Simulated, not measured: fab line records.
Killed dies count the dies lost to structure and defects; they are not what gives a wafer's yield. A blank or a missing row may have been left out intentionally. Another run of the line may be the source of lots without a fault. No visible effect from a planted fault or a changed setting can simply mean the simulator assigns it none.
Comparing a struck lot with a sound one :: flow n5Finfet :: 17 out of 1938 route steps
Sound: wafers L124.3, L124.4, L124.5. Struck: wafer L113.2 (left out: L113.1, L113.5 of the same lot, which were not struck); the cause appears at the end.
At each step with rows: each side's tool, then ch and its chambers, then its first start. Under that, the readings that differ: sound wafers :: struck wafers :: difference of the means :: sigmas: that difference in standard deviations of wafers without a fault.
alike: readings with means less than 2 such deviations apart, plus words and numbers identical on both sides. not compared: withheld readings, readings lacking a value on some wafer, bounds such as >300 that could conceal the same value, and numbers that have no deviation in the record and whose values overlap.
The two part at a step that has a row with sigmas, a row that says differs or no value, or rows on one side only. Numbers that have no deviation but don't overlap get no sigmas and don't part them. A reading that every wafer of one side lacks parts them only if that side has two wafers or more.

first, 9 steps without rows for these wafers: N5_BEOL_M2_COAT_61 (time 60 s, resist thk 60 nm); N5_BEOL_M2_COAT_62 (time 60 s, resist thk 12 nm); N5_BEOL_M2_COAT_73 (time 60 s, resist thk 5 nm); N5_BEOL_M2_COAT_05 (resist thk 30 nm); N5_BEOL_M2_EBR_07; N5_BEOL_M2_SOFTBAKE_06 (time 60 s); N5_BEOL_M2_EXPOSE_08 (exposes mask M2); N5_BEOL_M2_PEB_09 (peb time 60 s); N5_BEOL_M2_DEVELOP_10 (develop time 30 s).
N5_BEOL_M2_CD_MEAS_11: target cd 16.79 nm.
  sound on cdSem-03 ch 0, day 11 21:24; struck on cdSem-01 ch 0, day 8 17:43
  alike: cdNm
N5_BEOL_M2_OVL_MEAS_12:
  sound on overlay-01 ch 0, day 11 21:26; struck on overlay-02 ch 0, day 8 17:45
  alike: M2_OVL
N5_BEOL_M2_INSPECT_13: inspects for defects (brightfield).
  sound on defectInspect-01, day 11 21:29; struck on defectInspect-01, day 8 17:49
reading: rawDefectCount
sound: 523 534 416
struck: 322
difference: -169
sigmas: -2
N5_BEOL_M2_DESCUM_16: chemistry O2, time 7 s.
  sound on rieDiel-04 ch 0,1,2, day 11 21:40; struck on rieDiel-06 ch 3, day 8 17:51
reading: biasPowerW (W)
sound: 20.07 20.02 19.99
struck: 19.85
difference: -0.18
sigmas: -3

reading: throttleValvePct (%)
sound: 20.24 20.41 20.61
struck: 20.00
difference: -0.42
sigmas: -2

reading: model.CAR-EUV_of_BEOL_M2_COAT_05.thkNm (nm)
sound: 26 26 26.2
struck: 24.8
difference: -1.3
sigmas: 
  alike: drypumpMotorCurrentA, oesProductAu, rfFwdPowerW, rfVppV, showerheadPlenumPTorr
  not compared: rfHoursCounterH
N5_BEOL_M2_ETCH_74: etches underlayer in N2/H2, target depth 6.5 nm, time 5.2 s.
  sound on rieDiel-04 ch 0,1,2, day 11 21:42; struck on rieDiel-06 ch 3, day 8 17:53
  alike: biasW, drypumpMotorCurrentA, etchRfOnTimeS, oesProductAu, rfFwdPowerW, rfVppV, showerheadPlenumPTorr, throttleValvePct
  not compared: rfHoursCounterH
N5_BEOL_M2_ETCH_63: etches SiARC in CF4, target depth 15.6 nm, time 26 s.
  sound on rieDiel-04 ch 0,1,2, day 11 21:43; struck on rieDiel-06 ch 3, day 8 17:54
reading: model.BEOL_M2.cdOffsetNm (nm)
sound: -0.2 -0.2 0
struck: 0.2
difference: +0.3
sigmas: 
  alike: biasW, drypumpMotorCurrentA, etchRfOnTimeS, oesProductAu, rfFwdPowerW, rfVppV, showerheadPlenumPTorr, throttleValvePct
  not compared: rfHoursCounterH
N5_BEOL_M2_ETCH_64: etches SOC in N2/H2, target depth 75 nm, overetch 22.5 nm, time 121.9 s.
  sound on rieDiel-04 ch 0,1,2, day 11 21:45; struck on rieDiel-06 ch 3, day 8 17:55
  alike: biasW, drypumpMotorCurrentA, oesProductAu, rfFwdPowerW, rfVppV, showerheadPlenumPTorr, throttleValvePct
  not compared: rfHoursCounterH
N5_BEOL_M4_RC_MEAS_101:
  sound on prober-02 ch 0, day 13 20:35; struck on prober-02 ch 0, day 10 16:55
  alike: DIBL_N, DIBL_P, IOFF_N, IOFF_P, ION_N, ION_P, SS_N, SS_P, VT_N, VT_P

WHERE THEY PART
First at N5_BEOL_M2_INSPECT_13; last, within this record, at N5_BEOL_M2_DESCUM_16. Later steps at which nothing parts them and some readings are alike: N5_BEOL_M2_ETCH_74, N5_BEOL_M2_ETCH_63, N5_BEOL_M2_ETCH_64, N5_BEOL_M4_RC_MEAS_101.

WHY: the cause the simulator had injected
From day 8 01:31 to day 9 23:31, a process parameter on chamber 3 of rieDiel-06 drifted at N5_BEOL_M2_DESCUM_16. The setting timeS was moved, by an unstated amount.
